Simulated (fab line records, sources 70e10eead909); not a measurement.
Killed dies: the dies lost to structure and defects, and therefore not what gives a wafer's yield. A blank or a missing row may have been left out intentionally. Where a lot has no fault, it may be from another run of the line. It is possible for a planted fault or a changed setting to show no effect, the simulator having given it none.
Matching of chambers + flow nand-harc + NHARC_A_SLIT_DEP_25 on pecvd-02: 3 sister chambers
The step deposits SiO2, target thk 200 nm. 3 wafers are shown with their chamber, then 7 later ones without.

WAFERS, EACH WITH ITS CHAMBER
| wafer  | chamber | showerhead-vpp-V (V) |
|--------|---------|----------------------|
| L083.6 | 0       | 1762                 |
| L084.1 | 2       | 1829                 |
| L084.4 | 1       | 1984                 |

WAFERS WITH NO CHAMBER GIVEN
| wafer  | showerhead-vpp-V (V) |
|--------|----------------------|
| L084.5 | 1784                 |
| L095.1 | 1762                 |
| L095.4 | 1973                 |
| L095.5 | 1869                 |
| L093.1 | 1987                 |
| L093.5 | 1760                 |
| L093.6 | 1884                 |

WHICH CHAMBER EACH WENT THROUGH
| wafer  | from the rows above     | in truth |
|--------|-------------------------|----------|
| L084.5 | can't be placed: 0 or 2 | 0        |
| L095.1 | 0                       | 0        |
| L095.4 | 1                       | 1        |
| L095.5 | 2                       | 2        |
| L093.1 | 1                       | 1        |
| L093.5 | 0                       | 0        |
| L093.6 | can't be placed: 2 or 1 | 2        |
Correct placement for 5 of the 7. These rows do not allow placing 2 (true chamber among the candidates in 2). Placed wrongly: 0.
How it was worked out, from the rows above alone: a wafer's distance from a chamber is the root of the sum, over the readings, of the square of ((its reading less the chamber's mean) divided by the reading's scatter). If the next closest chamber is less than 2 further off than the closest, the wafer can't be placed; otherwise it belongs to the closest. A chamber's mean is the mean of its shown wafers. The scatter: root of mean squared gap, hidden wafer to nearest shown wafer, with one shown wafer a chamber.
